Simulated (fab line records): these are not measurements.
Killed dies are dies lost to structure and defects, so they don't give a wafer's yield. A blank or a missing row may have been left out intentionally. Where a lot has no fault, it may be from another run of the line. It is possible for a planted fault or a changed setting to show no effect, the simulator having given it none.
A lot that was struck, set against a sound lot + flow nandHarc + 18 out of 1302 route steps
Sound: the wafers L326.1, L326.5, L326.6. Wafers L346.1, L346.2, L346.6 were the ones struck. Last of all comes the cause.
At each step with rows: each side's tool, then ch and its chambers, then its first start. Under that, the readings that differ: sound wafers + struck wafers + difference of the means + sigmas: that difference in standard deviations of wafers without a fault.
alike: words and numbers the same on both sides, and readings whose means are apart by under 2 such deviations; not compared: readings that were withheld, readings missing a value for some wafer, numbers with overlapping values and no deviation given by the record, and bounds like >300 which may hide the same value.
Wherever a step has rows on one side only, a row that says differs or no value, or a row with sigmas, the two part there. When numbers do not overlap yet have no deviation, they are printed without sigmas and do not part them. A reading that every wafer of one side lacks parts them only if that side has two wafers or more.

first, 6 steps without rows for these wafers: NHARC_A_SLIT_COAT_03 (resist thk 90 nm); NHARC_A_SLIT_SOFTBAKE_04 (time 55 s); NHARC_A_SLIT_EBR_05; NHARC_A_SLIT_EXPOSE_06 (exposes mask SLIT); NHARC_A_SLIT_PEB_07 (peb time 65 s); NHARC_A_SLIT_DEVELOP_08 (develop time 35 s).
NHARC_A_SLIT_CD_MEAS_09: target cd 300 nm.
  sound on cdSem-03 ch 0, day 21 05:19; struck on cdSem-01 ch 0, day 29 00:44
  alike: cdNm
NHARC_A_SLIT_OVL_MEAS_10:
  sound: overlay-02 at day 21 05:25; struck: overlay-02 at day 29 00:49
  alike: overlayXNm, overlayYNm
NHARC_A_SLIT_INSPECT_11:
  sound: defectInspect-01 at day 21 05:26; struck: defectInspect-02 at day 29 00:52
| reading        | sound       | struck   | difference | sigmas |
|----------------|-------------|----------|------------|--------|
| rawDefectCount | 108 111 128 | 36 50 36 | -75        | -3     |
NHARC_A_SLIT_DESCUM_14: chemistry O2, time 3 s.
  sound on rieDiel-08 ch 1,2,3, day 21 05:31; struck on rieDiel-08 ch 0,3, day 29 00:55
  alike: drypumpMotorCurrentA, oesProductAu, rfVppV, showerheadPlenumPTorr, throttleValvePct
  not compared: rfHoursCounterH
NHARC_A_SLIT_ETCH_24: etches the open film in CF4/CHF3, target depth 121 nm, time 60.5 s.
  sound on rieDiel-08 ch 0,1, day 21 05:36; struck on rieDiel-08 ch 2,3, day 29 01:00
  alike: drypumpMotorCurrentA, oesProductAu, rfVppV, showerheadPlenumPTorr, throttleValvePct
  not compared: rfHoursCounterH
NHARC_A_SLIT_ETCH_15: etches the open film in O2/COS, target depth 6200 nm, time 1612 s.
  sound: rieDiel-08 ch 0,1,3; struck: rieDiel-08 ch 2,3
  alike: cosFlowSccm, drypumpMotorCurrentA, oesProductAu, rfVppV, showerheadPlenumPTorr, throttleValvePct
  not compared: rfHoursCounterH
NHARC_A_SLIT_ETCH_17: etches the open film in C4F8/O2/Ar, time 4254.5 s, target depth 20300 nm.
  sound on harEtch-01 ch 0,1, day 21 07:21; struck on harEtch-02 ch 0,1, day 29 02:10
| reading                | sound             | struck            | difference | sigmas |
|------------------------|-------------------|-------------------|------------|--------|
| model.A_SLIT.cdNm (nm) | 290.2 290.2 290.2 | 282.6 282.6 282.6 | -7.6       |        |
  alike: c4f8FlowSccm, drypumpMotorCurrentA, showerheadPlenumPTorr, throttleValvePct
  not compared: rfHoursCounterH
NHARC_A_SLIT_ETCH_26: etches the open film in C4F8/O2/Ar, time 90 s, target depth 400 nm.
  sound on harEtch-01 ch 0,1, day 21 10:25; struck on harEtch-02 ch 0,1, day 29 05:48
  alike: c4f8FlowSccm, drypumpMotorCurrentA, showerheadPlenumPTorr, throttleValvePct
  not compared: rfHoursCounterH
then, 1 step without rows for these wafers: NHARC_A_SLIT_STRIP_28 (strips in O2/COS).
NHARC_A_SLIT_ETCH_29: etches the open film in CF4/O2, target depth 100 nm, overetch 10 nm, time 55 s.
  sound on rieDiel-13 ch 1,2, day 21 11:16; struck on rieDiel-06 ch 0,1,2, day 29 06:41
| reading                      | sound             | struck            | difference | sigmas |
|------------------------------|-------------------|-------------------|------------|--------|
| showerheadPlenumPTorr (Torr) | 1.42 1.42 1.30    | 1.29 1.25 1.26    | -0.11      | -2     |
| model.A_SLIT.cdNm (nm)       | 290.2 290.1 289.9 | 286.4 286.7 286.3 | -3.6       |        |
  alike: drypumpMotorCurrentA, oesProductAu, rfVppV, throttleValvePct
  not compared: rfHoursCounterH
NHARC_A_SLIT_STRIP_18: strips in O2.
  sound: rieDiel-13 ch 0,3; struck: rieDiel-06 ch 0,3
| reading             | sound             | struck            | difference | sigmas |
|---------------------|-------------------|-------------------|------------|--------|
| oesProductAu (a.u.) | 0.969 0.982 0.963 | 1.013 1.002 1.000 | +0.034     | +3     |
  alike: drypumpMotorCurrentA, rfVppV, showerheadPlenumPTorr, throttleValvePct
  not compared: rfHoursCounterH
-- jump in the record: it breaks off in module A_SLIT and resumes in module END (first step shown: number 1302 of the route), and 5 days separate the struck wafers' starts before and after --
NHARC_END_SORT_01:
  sound on prober-02 ch 0, day 25 17:42; struck on prober-02 ch 0, day 33 19:37
| reading       | sound       | struck   | difference | sigmas |
|---------------|-------------|----------|------------|--------|
| killedAtArray | 94 102 120  | 48 55 50 | -54        | -2     |
| killedDies    | 100 105 123 | 50 57 52 | -56        | -3     |
  alike: killedAtOther, killedAtPeriphery, killedOpen, killedShort

## WHERE THEY PART
Last at NHARC_END_SORT_01 as far as this record goes, first at NHARC_A_SLIT_INSPECT_11.

WHY: the cause the simulator had injected
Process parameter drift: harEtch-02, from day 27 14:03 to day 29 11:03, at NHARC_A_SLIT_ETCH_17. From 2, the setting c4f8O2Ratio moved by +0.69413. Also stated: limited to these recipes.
